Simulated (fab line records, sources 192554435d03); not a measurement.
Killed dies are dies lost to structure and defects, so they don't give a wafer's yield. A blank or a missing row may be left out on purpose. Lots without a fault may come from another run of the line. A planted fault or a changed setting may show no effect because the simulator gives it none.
A struck lot beside a sound one | flow n5_finfet | 16 steps out of a route of 1938
Sound: wafers L644.1, L644.5, L644.6. Struck: wafers L660.4, L660.5, L660.6. The cause comes at the end.
At each step with rows: each side's tool, then ch and its chambers, then its first start. Under that, the readings that differ: sound wafers | struck wafers | difference of the means | sigmas: that difference in standard deviations of wafers without a fault.
alike: readings whose means differ by less than 2 such deviations, and words and numbers that are the same on both sides. not compared: withheld readings, readings that some wafer has no value for, bounds like >300 that may hide the same value, and numbers for which the record gives no deviation and whose values overlap.
The two part at a step that has a row with sigmas, a row that says differs or no value, or rows on one side only. Numbers that don't overlap but have no deviation are shown without sigmas and don't part them. A reading that every wafer of one side lacks parts them only if that side has two wafers or more.

first, 10 steps without rows for these wafers: N5_BEOL_M0_CUTY_DESCUM_61 (chemistry O2, time 7.9 s); N5_BEOL_M0_CUTY_ETCH_62 (etches SiARC in CF4, time 58.5 s); N5_BEOL_M0_CUTY_ETCH_63 (etches SOC in N2/H2, target depth 82.7 nm, overetch 16.5 nm, time 124 s); N5_BEOL_M0_CUTY_STRIP_64 (strips in N2/H2); N5_BEOL_M0_ETCH_138 (etches SiCN in CH3F/O2, target depth 12 nm, time 31.6 s); N5_BEOL_M0_HM_OPEN_105 (chemistry Cl2/BCl3, target TiN, target depth 12 nm); N5_BEOL_M0_STRIP_140 (strips in CF4); N5_BEOL_M0_STRIP_104 (strips in N2/H2); N5_BEOL_M0_WET_ETCH_106 (etches SiO2 in DHF, target depth 130 nm, rinse time 30 s); N5_BEOL_M0_ETCH_128 (etches SiCN in CF4/N2, target depth 12 nm, overetch 5.1 nm, time 21.4 s).
N5_BEOL_M0_TRENCH_ETCH_107: etches SiOC in C4F6/O2, target depth 32.8 nm, time 16.4 s.
  sound on rie_diel-04 ch 0,2,3, day 5 19:24; struck on rie_diel-02 ch 0,1, day 9 21:37
  no value came back on the struck wafers for any of 9 readings (C4F6_flow_sccm (sccm), O2_flow_sccm (sccm) and others); on the sound wafers C4F6_flow_sccm (sccm) reads 9.99 10.03 10.03
  reading                                         | sound       | struck       | difference | sigmas
  model.TiN_of_BEOL_M0_SAQP_HM_DEP_02.thk_nm (nm) | 9.6 9.6 9.6 | 11 11.2 11.2 | +2         |
  not compared: rf_hours_counter_h
then, 1 step without rows for these wafers: N5_BEOL_M0_STRIP_142 (strips in N2/H2, time 10 s).
N5_BEOL_M0_OCD_MEAS_108:
  sound on ocd-01, day 5 19:31; struck on ocd-02, day 9 21:43
  reading              | sound          | struck  | difference | sigmas
  trench_depth_nm (nm) | 32.4 32.7 32.0 | 0 0.5 0 | -32        | -49
then, 1 step without rows for these wafers: N5_BEOL_M0_HM_STRIP_129 (strips TiN in peroxide tin strip, target depth 17 nm, time 108 s).
N5_BEOL_M4_RC_MEAS_101:
  the record has rows for the sound wafers here (prober-02 ch 0, day 8 03:52) and none for the struck ones
-- the record jumps here: 6 days lie between the struck wafers' starts before and after (it left off in module BEOL_M4 and takes up again in module PASSIVATION, whose first step shown is number 1936 of the route) --
N5_PASSIVATION_PROBE_49:
  the record has rows for the struck wafers here (prober-02, day 16 08:33) and none for the sound ones

WHERE THEY PART
First at N5_BEOL_M0_TRENCH_ETCH_107; last, within this record, at N5_PASSIVATION_PROBE_49.

WHY: what the simulator had put in
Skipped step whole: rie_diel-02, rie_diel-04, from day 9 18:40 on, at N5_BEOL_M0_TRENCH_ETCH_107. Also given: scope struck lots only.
